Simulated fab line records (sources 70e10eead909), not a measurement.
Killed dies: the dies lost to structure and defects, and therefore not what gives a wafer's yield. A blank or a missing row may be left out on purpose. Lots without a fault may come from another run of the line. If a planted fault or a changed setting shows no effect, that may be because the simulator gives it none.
fab line records :: flow nandHarc :: part 2 of 2: steps 5 to 6 of 6
[record]
  lots = 22
  wafers = 66
  lastDay = 34
route steps=1302 shown A_M0@1150 A_M1@1183 A_BONDPAD@1218
lots that met no fault: from a run of the same line without faults
startH: the number of hours between the record's first day and the start of the first shown wafer of the lot :: waitH: hours elapsed since this lot's preceding step :: " same as the row above :: L1.1+2: one row covering several wafers at once :: - no value present, or no start provided :: * or withheld: withheld :: < > ~ a bound
route shown NAME@n: NAME is a module with steps in the file, n the number in the route of the first one :: usual: mean and standard deviation over wafers with no fault :: same: alike in all rows :: chamber/n: place in a boat :: sites: the reading at each site :: _std_site: their standard deviation :: _edge_site: outer sites' mean less inner sites' :: radiusMm: for every site, how far away it sits from the centre of the wafer :: mask NAME#n: copy n :: behind: the last tool/chamber to shape the wafer :: hold: what put the lot on hold/how long, in hours/how the hold closed :: device: names the non-switching transistor (n, p or np) :: end of line: at the end of the route, the tests of the same wafers :: where a step has no rows: the recipe by itself :: killed: count of dies lost to structure and defects at first sort (not the wafer's yield) :: map: the dies of a wafer, with x for killed, . for not killed, _ for no die there
set.NAME: the setting that was run; set.NAME@STEP: the one run at that earlier step :: model.NAME: the simulator's own value behind a step, which no gauge read
a sample of lots followed through the steps of the route, with each step as a table and each wafer as a row
services: when a tool's chamber went out of use (startH, in hours from the record's first day, below 0 if earlier), for how many hours, and the reason
[[steps]]
[step NHARC_A_BONDPAD_DESCUM_11]
[recipe]
  timeS = 3
  o2FlowSccm = 200
  arFlowSccm = 0
  biasPowerW = 0
  chemistry = O2
[usual]
  drypumpMotorCurrentA = 5.7/0.31
  o2FlowSccm = 200.1/0.6
  oesProductAu = 1.005/0.015
  rfVppV = 57.8/0.92
  showerheadPlenumPTorr = 1.90/0.084
  throttleValvePct = 11.311/0.0092
lot.wafer: L075.2
tool: rieDiel-12
chamber: 1
startH: 542.45
waitH: -
drypumpMotorCurrentA: 5.7
o2FlowSccm: 201.2
oesProductAu: 0.990
rfHoursCounterH: 3
rfVppV: 57.5
showerheadPlenumPTorr: 1.79
throttleValvePct: 11.311

lot.wafer: L075.1
tool: rieDiel-12
chamber: 0
startH: 542.45
waitH: -
drypumpMotorCurrentA: 5.7
o2FlowSccm: 199.9
oesProductAu: 0.988
rfHoursCounterH: 3
rfVppV: 58.3
showerheadPlenumPTorr: 1.95
throttleValvePct: 11.309

lot.wafer: L075.5
tool: rieDiel-12
chamber: 2
startH: 542.45
waitH: -
drypumpMotorCurrentA: 5.6
o2FlowSccm: 199.0
oesProductAu: 1.029
rfHoursCounterH: -
rfVppV: 58.1
showerheadPlenumPTorr: 1.85
throttleValvePct: 11.318

lot.wafer: L074.1
tool: rieDiel-12
chamber: 3
startH: 546.83
waitH: -
drypumpMotorCurrentA: 5.9
o2FlowSccm: 200.2
oesProductAu: 1.017
rfHoursCounterH: 3
rfVppV: 58.4
showerheadPlenumPTorr: 1.88
throttleValvePct: 11.313

lot.wafer: L074.3
tool: rieDiel-12
chamber: 0
startH: 546.83
waitH: -
drypumpMotorCurrentA: 5.7
o2FlowSccm: 200.9
oesProductAu: 0.985
rfHoursCounterH: 3
rfVppV: 58.4
showerheadPlenumPTorr: 1.95
throttleValvePct: 11.303

lot.wafer: L074.6
tool: rieDiel-12
chamber: 3
startH: 546.83
waitH: -
drypumpMotorCurrentA: 5.9
o2FlowSccm: 200.1
oesProductAu: 1.008
rfHoursCounterH: -
rfVppV: 58.0
showerheadPlenumPTorr: 1.88
throttleValvePct: 11.314

lot.wafer: L076.3
tool: rieDiel-12
chamber: 2
startH: 548.22
waitH: -
drypumpMotorCurrentA: 5.6
o2FlowSccm: 199.8
oesProductAu: 1.009
rfHoursCounterH: 3
rfVppV: 58.3
showerheadPlenumPTorr: 1.85
throttleValvePct: 11.311

lot.wafer: L076.1
tool: rieDiel-12
chamber: 3
startH: 548.22
waitH: -
drypumpMotorCurrentA: 5.8
o2FlowSccm: 200.1
oesProductAu: 1.011
rfHoursCounterH: 3
rfVppV: 58.0
showerheadPlenumPTorr: 1.88
throttleValvePct: 11.319

lot.wafer: L076.5
tool: rieDiel-12
chamber: 1
startH: 548.22
waitH: -
drypumpMotorCurrentA: 5.7
o2FlowSccm: 199.6
oesProductAu: 0.987
rfHoursCounterH: -
rfVppV: 57.2
showerheadPlenumPTorr: 1.79
throttleValvePct: 11.316

lot.wafer: L077.2
tool: rieDiel-12
chamber: 1
startH: 561.82
waitH: -
drypumpMotorCurrentA: 5.7
o2FlowSccm: 201.1
oesProductAu: 0.991
rfHoursCounterH: 4
rfVppV: 58.0
showerheadPlenumPTorr: 1.79
throttleValvePct: 11.316

lot.wafer: L077.3
tool: rieDiel-12
chamber: 2
startH: 561.82
waitH: -
drypumpMotorCurrentA: 5.6
o2FlowSccm: 200.0
oesProductAu: 1.021
rfHoursCounterH: 4
rfVppV: 57.1
showerheadPlenumPTorr: 1.85
throttleValvePct: 11.292

lot.wafer: L077.5
tool: rieDiel-12
chamber: 2
startH: 561.82
waitH: -
drypumpMotorCurrentA: 5.6
o2FlowSccm: 199.3
oesProductAu: 1.014
rfHoursCounterH: -
rfVppV: 59.1
showerheadPlenumPTorr: 1.85
throttleValvePct: 11.313

lot.wafer: L078.2
tool: rieDiel-12
chamber: 0
startH: 562.61
waitH: -
drypumpMotorCurrentA: 5.7
o2FlowSccm: 200.8
oesProductAu: 1.001
rfHoursCounterH: 3
rfVppV: 58.2
showerheadPlenumPTorr: 1.95
throttleValvePct: 11.311

lot.wafer: L078.3
tool: rieDiel-12
chamber: 3
startH: 562.61
waitH: -
drypumpMotorCurrentA: 5.8
o2FlowSccm: 199.7
oesProductAu: 1.001
rfHoursCounterH: 3
rfVppV: 57.2
showerheadPlenumPTorr: 1.88
throttleValvePct: 11.311

lot.wafer: L078.5
tool: rieDiel-12
chamber: 0
startH: 562.61
waitH: -
drypumpMotorCurrentA: 5.7
o2FlowSccm: 199.8
oesProductAu: 0.997
rfHoursCounterH: -
rfVppV: 59.0
showerheadPlenumPTorr: 1.95
throttleValvePct: 11.315

lot.wafer: L079.3
tool: rieDiel-03
chamber: 0
startH: 583.99
waitH: -
drypumpMotorCurrentA: 5.5
o2FlowSccm: 199.8
oesProductAu: 1.002
rfHoursCounterH: 20
rfVppV: 58.2
showerheadPlenumPTorr: 2.07
throttleValvePct: 11.304

lot.wafer: L079.6
tool: rieDiel-03
chamber: 1
startH: 583.99
waitH: -
drypumpMotorCurrentA: 5.8
o2FlowSccm: 200.2
oesProductAu: 1.035
rfHoursCounterH: -
rfVppV: 57.5
showerheadPlenumPTorr: 1.82
throttleValvePct: 11.301

lot.wafer: L079.5
tool: rieDiel-03
chamber: 2
startH: 583.99
waitH: -
drypumpMotorCurrentA: 6.3
o2FlowSccm: 200.4
oesProductAu: 1.004
rfHoursCounterH: -
rfVppV: 57.7
showerheadPlenumPTorr: 1.94
throttleValvePct: 11.307

lot.wafer: L081.1
tool: rieDiel-03
chamber: 3
startH: 603.70
waitH: -
drypumpMotorCurrentA: 4.9
o2FlowSccm: 201.4
oesProductAu: 1.003
rfHoursCounterH: 24
rfVppV: 58.8
showerheadPlenumPTorr: 2.01
throttleValvePct: 11.322

lot.wafer: L081.2
tool: rieDiel-03
chamber: 0
startH: 603.70
waitH: -
drypumpMotorCurrentA: 5.4
o2FlowSccm: 200.2
oesProductAu: 0.996
rfHoursCounterH: 23
rfVppV: 57.9
showerheadPlenumPTorr: 2.07
throttleValvePct: 11.308

lot.wafer: L081.5
tool: rieDiel-03
chamber: 3
startH: 603.70
waitH: -
drypumpMotorCurrentA: 4.9
o2FlowSccm: 201.1
oesProductAu: 1.019
rfHoursCounterH: -
rfVppV: 57.4
showerheadPlenumPTorr: 2.01
throttleValvePct: 11.313

lot.wafer: L082.3
tool: rieDiel-12
chamber: 3
startH: 613.56
waitH: -
drypumpMotorCurrentA: 5.8
o2FlowSccm: 199.3
oesProductAu: 1.005
rfHoursCounterH: 5
rfVppV: 58.6
showerheadPlenumPTorr: 1.88
throttleValvePct: 11.323

lot.wafer: L082.2
tool: rieDiel-12
chamber: 1
startH: 613.56
waitH: -
drypumpMotorCurrentA: 5.7
o2FlowSccm: 200.5
oesProductAu: 0.992
rfHoursCounterH: 5
rfVppV: 59.0
showerheadPlenumPTorr: 1.79
throttleValvePct: 11.330

lot.wafer: L082.5
tool: rieDiel-12
chamber: 2
startH: 613.56
waitH: -
drypumpMotorCurrentA: 5.6
o2FlowSccm: 199.9
oesProductAu: 1.006
rfHoursCounterH: -
rfVppV: 56.9
showerheadPlenumPTorr: 1.85
throttleValvePct: 11.300

lot.wafer: L083.4
tool: rieDiel-12
chamber: 2
startH: 638.56
waitH: -
drypumpMotorCurrentA: 5.5
o2FlowSccm: 199.7
oesProductAu: 1.019
rfHoursCounterH: 0
rfVppV: 57.0
showerheadPlenumPTorr: 1.85
throttleValvePct: 11.318

lot.wafer: L083.2
tool: rieDiel-12
chamber: 3
startH: 638.56
waitH: -
drypumpMotorCurrentA: 5.8
o2FlowSccm: 199.6
oesProductAu: 0.981
rfHoursCounterH: 0
rfVppV: 56.9
showerheadPlenumPTorr: 1.88
throttleValvePct: 11.300

lot.wafer: L083.1
tool: rieDiel-12
chamber: 0
startH: 638.56
waitH: -
drypumpMotorCurrentA: 5.7
o2FlowSccm: 200.6
oesProductAu: 1.014
rfHoursCounterH: 0
rfVppV: 58.7
showerheadPlenumPTorr: 1.95
throttleValvePct: 11.307

lot.wafer: L085.4
tool: rieDiel-12
chamber: 2
startH: 650.55
waitH: -
drypumpMotorCurrentA: 5.6
o2FlowSccm: 200.4
oesProductAu: 1.006
rfHoursCounterH: 1
rfVppV: 57.0
showerheadPlenumPTorr: 1.85
throttleValvePct: 11.306

lot.wafer: L085.3
tool: rieDiel-12
chamber: 3
startH: 650.55
waitH: -
drypumpMotorCurrentA: 5.8
o2FlowSccm: 200.2
oesProductAu: 0.978
rfHoursCounterH: 1
rfVppV: 58.5
showerheadPlenumPTorr: 1.88
throttleValvePct: 11.315

lot.wafer: L085.5
tool: rieDiel-12
chamber: 3
startH: 650.55
waitH: -
drypumpMotorCurrentA: 5.8
o2FlowSccm: 200.1
oesProductAu: 0.980
rfHoursCounterH: -
rfVppV: 55.7
showerheadPlenumPTorr: 1.88
throttleValvePct: 11.281

lot.wafer: L086.3
tool: rieDiel-12
chamber: 1
startH: 655.21
waitH: -
drypumpMotorCurrentA: 5.7
o2FlowSccm: 199.6
oesProductAu: 1.018
rfHoursCounterH: 1
rfVppV: 56.6
showerheadPlenumPTorr: 1.79
throttleValvePct: 11.322

lot.wafer: L086.6
tool: rieDiel-12
chamber: 2
startH: 655.21
waitH: -
drypumpMotorCurrentA: 5.6
o2FlowSccm: 200.5
oesProductAu: 1.005
rfHoursCounterH: -
rfVppV: 56.6
showerheadPlenumPTorr: 1.85
throttleValvePct: 11.317

lot.wafer: L086.5
tool: rieDiel-12
chamber: 3
startH: 655.21
waitH: -
drypumpMotorCurrentA: 5.8
o2FlowSccm: 199.9
oesProductAu: 0.975
rfHoursCounterH: -
rfVppV: 58.4
showerheadPlenumPTorr: 1.88
throttleValvePct: 11.313

lot.wafer: L090.3
tool: rieDiel-12
chamber: 3
startH: 676.38
waitH: -
drypumpMotorCurrentA: 5.8
o2FlowSccm: 199.9
oesProductAu: 0.975
rfHoursCounterH: 2
rfVppV: 58.8
showerheadPlenumPTorr: 1.88
throttleValvePct: 11.307

lot.wafer: L090.6
tool: rieDiel-12
chamber: 1
startH: 676.38
waitH: -
drypumpMotorCurrentA: 5.7
o2FlowSccm: 200.7
oesProductAu: 1.029
rfHoursCounterH: -
rfVppV: 56.3
showerheadPlenumPTorr: 1.79
throttleValvePct: 11.303

lot.wafer: L090.5
tool: rieDiel-12
chamber: 2
startH: 676.38
waitH: -
drypumpMotorCurrentA: 5.6
o2FlowSccm: 200.2
oesProductAu: 1.013
rfHoursCounterH: -
rfVppV: 59.3
showerheadPlenumPTorr: 1.85
throttleValvePct: 11.307

lot.wafer: L087.3
tool: rieDiel-12
chamber: 0
startH: 678.62
waitH: -
drypumpMotorCurrentA: 5.8
o2FlowSccm: 201.1
oesProductAu: 1.007
rfHoursCounterH: 2
rfVppV: 57.6
showerheadPlenumPTorr: 1.95
throttleValvePct: 11.318

lot.wafer: L087.1
tool: rieDiel-12
chamber: 2
startH: 678.62
waitH: -
drypumpMotorCurrentA: 5.6
o2FlowSccm: 199.8
oesProductAu: 1.021
rfHoursCounterH: 2
rfVppV: 57.0
showerheadPlenumPTorr: 1.85
throttleValvePct: 11.320

lot.wafer: L087.6
tool: rieDiel-12
chamber: 1
startH: 678.62
waitH: -
drypumpMotorCurrentA: 5.6
o2FlowSccm: 200.6
oesProductAu: 1.028
rfHoursCounterH: -
rfVppV: 56.3
showerheadPlenumPTorr: 1.79
throttleValvePct: 11.294

lot.wafer: L088.4
tool: rieDiel-12
chamber: 0
startH: 695.51
waitH: -
drypumpMotorCurrentA: 5.7
o2FlowSccm: 199.7
oesProductAu: 1.011
rfHoursCounterH: 2
rfVppV: 57.0
showerheadPlenumPTorr: 1.95
throttleValvePct: 11.310

lot.wafer: L088.6
tool: rieDiel-12
chamber: 0
startH: 695.51
waitH: -
drypumpMotorCurrentA: 5.8
o2FlowSccm: 200.2
oesProductAu: 1.011
rfHoursCounterH: -
rfVppV: 57.6
showerheadPlenumPTorr: 1.95
throttleValvePct: 11.297

lot.wafer: L088.5
tool: rieDiel-12
chamber: 1
startH: 695.51
waitH: -
drypumpMotorCurrentA: 5.7
o2FlowSccm: 199.7
oesProductAu: 1.020
rfHoursCounterH: -
rfVppV: 56.2
showerheadPlenumPTorr: 1.79
throttleValvePct: 11.290

lot.wafer: L089.2
tool: rieDiel-03
chamber: 2
startH: 698.87
waitH: -
drypumpMotorCurrentA: 6.3
o2FlowSccm: 199.9
oesProductAu: 1.007
rfHoursCounterH: 12
rfVppV: 56.7
showerheadPlenumPTorr: 1.93
throttleValvePct: 11.300

lot.wafer: L089.4
tool: rieDiel-03
chamber: 0
startH: 698.87
waitH: -
drypumpMotorCurrentA: 5.4
o2FlowSccm: 200.5
oesProductAu: 1.021
rfHoursCounterH: 9
rfVppV: 56.7
showerheadPlenumPTorr: 2.06
throttleValvePct: 11.320

lot.wafer: L089.5
tool: rieDiel-03
chamber: 1
startH: 698.87
waitH: -
drypumpMotorCurrentA: 5.8
o2FlowSccm: 199.7
oesProductAu: 1.000
rfHoursCounterH: -
rfVppV: 56.1
showerheadPlenumPTorr: 1.82
throttleValvePct: 11.316

lot.wafer: L092.3
tool: rieDiel-03
chamber: 1
startH: 702.40
waitH: -
drypumpMotorCurrentA: 5.7
o2FlowSccm: 198.6
oesProductAu: 0.997
rfHoursCounterH: 12
rfVppV: 58.0
showerheadPlenumPTorr: 1.82
throttleValvePct: 11.306

lot.wafer: L092.4
tool: rieDiel-03
chamber: 2
startH: 702.40
waitH: -
drypumpMotorCurrentA: 6.3
o2FlowSccm: 199.6
oesProductAu: 1.009
rfHoursCounterH: 12
rfVppV: 58.2
showerheadPlenumPTorr: 1.93
throttleValvePct: 11.319

lot.wafer: L092.1
tool: rieDiel-03
chamber: 3
startH: 702.40
waitH: -
drypumpMotorCurrentA: 4.9
o2FlowSccm: 199.9
oesProductAu: 1.026
rfHoursCounterH: 10
rfVppV: 58.5
showerheadPlenumPTorr: 2.00
throttleValvePct: 11.313

lot.wafer: L091.2
tool: rieDiel-11
chamber: 0
startH: 704.52
waitH: -
drypumpMotorCurrentA: 5.7
o2FlowSccm: 201.2
oesProductAu: 0.974
rfHoursCounterH: 30
rfVppV: 57.3
showerheadPlenumPTorr: 1.97
throttleValvePct: 11.317

lot.wafer: L091.1
tool: rieDiel-11
chamber: 1
startH: 704.52
waitH: -
drypumpMotorCurrentA: 5.5
o2FlowSccm: 201.1
oesProductAu: 0.982
rfHoursCounterH: 30
rfVppV: 58.3
showerheadPlenumPTorr: 2.03
throttleValvePct: 11.300

lot.wafer: L091.5
tool: rieDiel-11
chamber: 3
startH: 704.52
waitH: -
drypumpMotorCurrentA: 6.0
o2FlowSccm: 200.5
oesProductAu: 1.001
rfHoursCounterH: -
rfVppV: 57.5
showerheadPlenumPTorr: 1.88
throttleValvePct: 11.296

lot.wafer: L094.2
tool: rieDiel-03
chamber: 0
startH: 722.52
waitH: -
drypumpMotorCurrentA: 5.5
o2FlowSccm: 200.8
oesProductAu: 1.012
rfHoursCounterH: 10
rfVppV: 59.1
showerheadPlenumPTorr: 2.06
throttleValvePct: 11.321

lot.wafer: L094.4
tool: rieDiel-03
chamber: 1
startH: 722.52
waitH: -
drypumpMotorCurrentA: 5.8
o2FlowSccm: 200.0
oesProductAu: 0.993
rfHoursCounterH: 13
rfVppV: 58.9
showerheadPlenumPTorr: 1.82
throttleValvePct: 11.316

lot.wafer: L094.3
tool: rieDiel-03
chamber: 3
startH: 722.52
waitH: -
drypumpMotorCurrentA: 4.9
o2FlowSccm: 200.0
oesProductAu: 1.019
rfHoursCounterH: 11
rfVppV: 58.5
showerheadPlenumPTorr: 2.00
throttleValvePct: 11.306

lot.wafer: L093.1
tool: rieDiel-03
chamber: 2
startH: 723.12
waitH: -
drypumpMotorCurrentA: 6.3
o2FlowSccm: 199.9
oesProductAu: 1.014
rfHoursCounterH: 14
rfVppV: 57.4
showerheadPlenumPTorr: 1.93
throttleValvePct: 11.307

lot.wafer: L093.2
tool: rieDiel-03
chamber: 0
startH: 723.12
waitH: -
drypumpMotorCurrentA: 5.5
o2FlowSccm: 199.7
oesProductAu: 1.018
rfHoursCounterH: 10
rfVppV: 57.3
showerheadPlenumPTorr: 2.06
throttleValvePct: 11.297

lot.wafer: L093.6
tool: rieDiel-03
chamber: 1
startH: 723.12
waitH: -
drypumpMotorCurrentA: 5.8
o2FlowSccm: 199.4
oesProductAu: 1.005
rfHoursCounterH: -
rfVppV: 58.1
showerheadPlenumPTorr: 1.82
throttleValvePct: 11.315

lot.wafer: L095.2
tool: rieDiel-12
chamber: 3
startH: 746.15
waitH: -
drypumpMotorCurrentA: 5.8
o2FlowSccm: 200.7
oesProductAu: 0.991
rfHoursCounterH: 4
rfVppV: 56.9
showerheadPlenumPTorr: 1.88
throttleValvePct: 11.315

lot.wafer: L095.1
tool: rieDiel-12
chamber: 1
startH: 746.15
waitH: -
drypumpMotorCurrentA: 5.7
o2FlowSccm: 200.7
oesProductAu: 1.015
rfHoursCounterH: 4
rfVppV: 57.7
showerheadPlenumPTorr: 1.79
throttleValvePct: 11.321

lot.wafer: L095.5
tool: rieDiel-12
chamber: 2
startH: 746.15
waitH: -
drypumpMotorCurrentA: 5.6
o2FlowSccm: 199.4
oesProductAu: 1.015
rfHoursCounterH: -
rfVppV: 58.4
showerheadPlenumPTorr: 1.85
throttleValvePct: 11.310

lot.wafer: L096.4
tool: rieDiel-11
chamber: 1
startH: 766.80
waitH: -
drypumpMotorCurrentA: 5.5
o2FlowSccm: 199.8
oesProductAu: 0.990
rfHoursCounterH: 49
rfVppV: 59.1
showerheadPlenumPTorr: 2.02
throttleValvePct: 11.306

lot.wafer: L096.1
tool: rieDiel-11
chamber: 2
startH: 766.80
waitH: -
drypumpMotorCurrentA: 6.1
o2FlowSccm: 200.2
oesProductAu: 0.993
rfHoursCounterH: 46
rfVppV: 58.2
showerheadPlenumPTorr: 2.01
throttleValvePct: 11.323

lot.wafer: L096.6
tool: rieDiel-11
chamber: 1
startH: 766.80
waitH: -
drypumpMotorCurrentA: 5.4
o2FlowSccm: 199.4
oesProductAu: 0.996
rfHoursCounterH: -
rfVppV: 57.3
showerheadPlenumPTorr: 2.02
throttleValvePct: 11.315

lot.wafer: L097.1
tool: rieDiel-03
chamber: 3
startH: 786.07
waitH: -
drypumpMotorCurrentA: 4.9
o2FlowSccm: 200.2
oesProductAu: 1.024
rfHoursCounterH: 24
rfVppV: 58.8
showerheadPlenumPTorr: 2.00
throttleValvePct: 11.314

lot.wafer: L097.3
tool: rieDiel-03
chamber: 1
startH: 786.07
waitH: -
drypumpMotorCurrentA: 5.8
o2FlowSccm: 200.6
oesProductAu: 1.001
rfHoursCounterH: 27
rfVppV: 57.4
showerheadPlenumPTorr: 1.81
throttleValvePct: 11.318

lot.wafer: L097.5
tool: rieDiel-03
chamber: 2
startH: 786.07
waitH: -
drypumpMotorCurrentA: 6.3
o2FlowSccm: 200.6
oesProductAu: 1.002
rfHoursCounterH: -
rfVppV: 58.2
showerheadPlenumPTorr: 1.93
throttleValvePct: 11.320
[step NHARC_A_BONDPAD_PVD_17]
[recipe]
  targetThkA = 50
  biasV = 168.6
  powerW = 15000
  chamberPressurePa = 0.12
  timeS = 8.06
  substrateTempC = 50
  material = TaN
[usual]
  throttleValvePct = 30.1/0.98
lot.wafer: L075.2
tool: pvdSputter-02
chamber: -
startH: -
waitH: -
throttleValvePct: 30.4

lot.wafer: L075.1
tool: pvdSputter-02
chamber: -
startH: -
waitH: -
throttleValvePct: 30.5

lot.wafer: L075.5
tool: pvdSputter-02
chamber: -
startH: -
waitH: -
throttleValvePct: 30.5

lot.wafer: L074.1
tool: pvdSputter-03
chamber: -
startH: -
waitH: -
throttleValvePct: 30.1

lot.wafer: L074.3
tool: pvdSputter-03
chamber: -
startH: -
waitH: -
throttleValvePct: 31.8

lot.wafer: L074.6
tool: pvdSputter-03
chamber: -
startH: -
waitH: -
throttleValvePct: 30.0

lot.wafer: L076.1
tool: pvdSputter-02
chamber: -
startH: -
waitH: -
throttleValvePct: 28.1

lot.wafer: L076.3
tool: pvdSputter-02
chamber: -
startH: -
waitH: -
throttleValvePct: 30.2

lot.wafer: L076.5
tool: pvdSputter-02
chamber: -
startH: -
waitH: -
throttleValvePct: 27.8

lot.wafer: L077.3
tool: pvdSputter-02
chamber: -
startH: -
waitH: -
throttleValvePct: 30.6

lot.wafer: L077.2
tool: pvdSputter-02
chamber: -
startH: -
waitH: -
throttleValvePct: 31.0

lot.wafer: L077.5
tool: pvdSputter-02
chamber: -
startH: -
waitH: -
throttleValvePct: 27.6

lot.wafer: L078.2
tool: pvdSputter-03
chamber: -
startH: -
waitH: -
throttleValvePct: 30.2

lot.wafer: L078.3
tool: pvdSputter-03
chamber: -
startH: -
waitH: -
throttleValvePct: 29.2

lot.wafer: L078.5
tool: pvdSputter-03
chamber: -
startH: -
waitH: -
throttleValvePct: 30.4

lot.wafer: L079.3
tool: pvdSputter-02
chamber: -
startH: -
waitH: -
throttleValvePct: 30.3

lot.wafer: L079.6
tool: pvdSputter-02
chamber: -
startH: -
waitH: -
throttleValvePct: 30.5

lot.wafer: L079.5
tool: pvdSputter-02
chamber: -
startH: -
waitH: -
throttleValvePct: 28.0

lot.wafer: L081.2
tool: pvdSputter-02
chamber: -
startH: -
waitH: -
throttleValvePct: 27.7

lot.wafer: L081.1
tool: pvdSputter-02
chamber: -
startH: -
waitH: -
throttleValvePct: 30.7

lot.wafer: L081.5
tool: pvdSputter-02
chamber: -
startH: -
waitH: -
throttleValvePct: 30.5

lot.wafer: L082.2
tool: pvdSputter-03
chamber: -
startH: -
waitH: -
throttleValvePct: 31.5

lot.wafer: L082.3
tool: pvdSputter-03
chamber: -
startH: -
waitH: -
throttleValvePct: 29.4

lot.wafer: L082.5
tool: pvdSputter-03
chamber: -
startH: -
waitH: -
throttleValvePct: 31.6

lot.wafer: L083.2
tool: pvdSputter-01
chamber: -
startH: -
waitH: -
throttleValvePct: 30.2

lot.wafer: L083.1
tool: pvdSputter-01
chamber: -
startH: -
waitH: -
throttleValvePct: 30.8

lot.wafer: L083.4
tool: pvdSputter-01
chamber: -
startH: -
waitH: -
throttleValvePct: 30.0

lot.wafer: L085.3
tool: pvdSputter-03
chamber: -
startH: -
waitH: -
throttleValvePct: 31.5

lot.wafer: L085.4
tool: pvdSputter-03
chamber: -
startH: -
waitH: -
throttleValvePct: 29.6

lot.wafer: L085.5
tool: pvdSputter-03
chamber: -
startH: -
waitH: -
throttleValvePct: 30.4

lot.wafer: L086.3
tool: pvdSputter-02
chamber: -
startH: -
waitH: -
throttleValvePct: 29.8

lot.wafer: L086.6
tool: pvdSputter-02
chamber: -
startH: -
waitH: -
throttleValvePct: 30.3

lot.wafer: L086.5
tool: pvdSputter-02
chamber: -
startH: -
waitH: -
throttleValvePct: 28.8

lot.wafer: L090.3
tool: pvdSputter-02
chamber: -
startH: -
waitH: -
throttleValvePct: 30.3

lot.wafer: L090.5
tool: pvdSputter-02
chamber: -
startH: -
waitH: -
throttleValvePct: 30.3

lot.wafer: L090.6
tool: pvdSputter-02
chamber: -
startH: -
waitH: -
throttleValvePct: 28.8

lot.wafer: L087.3
tool: pvdSputter-02
chamber: -
startH: -
waitH: -
throttleValvePct: 30.4

lot.wafer: L087.1
tool: pvdSputter-02
chamber: -
startH: -
waitH: -
throttleValvePct: 29.9

lot.wafer: L087.6
tool: pvdSputter-02
chamber: -
startH: -
waitH: -
throttleValvePct: 28.7

lot.wafer: L088.4
tool: pvdSputter-02
chamber: -
startH: -
waitH: -
throttleValvePct: 28.5

lot.wafer: L088.6
tool: pvdSputter-02
chamber: -
startH: -
waitH: -
throttleValvePct: 30.5

lot.wafer: L088.5
tool: pvdSputter-02
chamber: -
startH: -
waitH: -
throttleValvePct: 28.6

lot.wafer: L089.4
tool: pvdSputter-02
chamber: -
startH: -
waitH: -
throttleValvePct: 30.6

lot.wafer: L089.2
tool: pvdSputter-02
chamber: -
startH: -
waitH: -
throttleValvePct: 30.3

lot.wafer: L089.5
tool: pvdSputter-02
chamber: -
startH: -
waitH: -
throttleValvePct: 29.6

lot.wafer: L092.4
tool: pvdSputter-02
chamber: -
startH: -
waitH: -
throttleValvePct: 28.8

lot.wafer: L092.3
tool: pvdSputter-02
chamber: -
startH: -
waitH: -
throttleValvePct: 30.4

lot.wafer: L092.1
tool: pvdSputter-02
chamber: -
startH: -
waitH: -
throttleValvePct: 30.4

lot.wafer: L091.2
tool: pvdSputter-01
chamber: -
startH: -
waitH: -
throttleValvePct: 31.5

lot.wafer: L091.1
tool: pvdSputter-01
chamber: -
startH: -
waitH: -
throttleValvePct: 30.1

lot.wafer: L091.5
tool: pvdSputter-01
chamber: -
startH: -
waitH: -
throttleValvePct: 31.0

lot.wafer: L094.4
tool: pvdSputter-03
chamber: -
startH: -
waitH: -
throttleValvePct: 29.1

lot.wafer: L094.3
tool: pvdSputter-03
chamber: -
startH: -
waitH: -
throttleValvePct: 29.6

lot.wafer: L094.2
tool: pvdSputter-03
chamber: -
startH: -
waitH: -
throttleValvePct: 29.5

lot.wafer: L093.2
tool: pvdSputter-02
chamber: -
startH: -
waitH: -
throttleValvePct: 30.2

lot.wafer: L093.1
tool: pvdSputter-02
chamber: -
startH: -
waitH: -
throttleValvePct: 28.6

lot.wafer: L093.6
tool: pvdSputter-02
chamber: -
startH: -
waitH: -
throttleValvePct: 30.6

lot.wafer: L095.2
tool: pvdSputter-01
chamber: -
startH: -
waitH: -
throttleValvePct: 30.1

lot.wafer: L095.1
tool: pvdSputter-01
chamber: -
startH: -
waitH: -
throttleValvePct: 31.4

lot.wafer: L095.5
tool: pvdSputter-01
chamber: -
startH: -
waitH: -
throttleValvePct: 30.5

lot.wafer: L096.4
tool: pvdSputter-03
chamber: -
startH: -
waitH: -
throttleValvePct: 29.3

lot.wafer: L096.1
tool: pvdSputter-03
chamber: -
startH: -
waitH: -
throttleValvePct: 29.6

lot.wafer: L096.6
tool: pvdSputter-03
chamber: -
startH: -
waitH: -
throttleValvePct: 29.7

lot.wafer: L097.1
tool: pvdSputter-03
chamber: -
startH: -
waitH: -
throttleValvePct: 31.1

lot.wafer: L097.3
tool: pvdSputter-03
chamber: -
startH: -
waitH: -
throttleValvePct: 29.7

lot.wafer: L097.5
tool: pvdSputter-03
chamber: -
startH: -
waitH: -
throttleValvePct: 31.3
[[services]]
tool: rieDiel-13
chamber: -
startH: 519.00
hours: 9.0
kind: pm

tool: rieDiel-12
chamber: 0
startH: 553.32
hours: 9.2
kind: repair

tool: rieDiel-01
chamber: -
startH: 558.31
hours: 9.0
kind: pm

tool: rieDiel-09
chamber: -
startH: 560.14
hours: 0.2
kind: repair

tool: rieDiel-12
chamber: 2
startH: 572.40
hours: 10.1
kind: repair

tool: rieDiel-12
chamber: -
startH: 601.09
hours: 12.4
kind: repair

tool: rieDiel-09
chamber: -
startH: 613.93
hours: 0.1
kind: repair

tool: rieDiel-09
chamber: 2
startH: 615.66
hours: 3.9
kind: repair

tool: rieDiel-13
chamber: 0
startH: 617.02
hours: 3.6
kind: repair

tool: rieDiel-09
chamber: 0
startH: 621.43
hours: 15.2
kind: repair

tool: rieDiel-12
chamber: -
startH: 622.40
hours: 9.0
kind: pm

tool: pvdSputter-02
chamber: -
startH: 638.00
hours: 10.0
kind: pm

tool: rieDiel-13
chamber: 3
startH: 641.70
hours: 7.4
kind: repair

tool: rieDiel-09
chamber: 1
startH: 648.29
hours: 4.8
kind: repair

tool: rieDiel-01
chamber: 1
startH: 657.18
hours: 6.9
kind: repair

tool: rieDiel-01
chamber: -
startH: 659.24
hours: 0.2
kind: repair

tool: rieDiel-09
chamber: -
startH: 674.10
hours: 9.0
kind: pm

tool: rieDiel-01
chamber: 3
startH: 677.42
hours: 9.3
kind: repair

tool: rieDiel-09
chamber: 0
startH: 715.93
hours: 22.1
kind: repair

tool: rieDiel-01
chamber: -
startH: 735.31
hours: 9.0
kind: pm

tool: rieDiel-09
chamber: 1
startH: 756.22
hours: 18.0
kind: repair

tool: rieDiel-01
chamber: 0
startH: 770.61
hours: 14.0
kind: repair

tool: pvdSputter-02
chamber: -
startH: 780.06
hours: 3.6
kind: repair

tool: rieDiel-12
chamber: 1
startH: 782.36
hours: 17.3
kind: repair
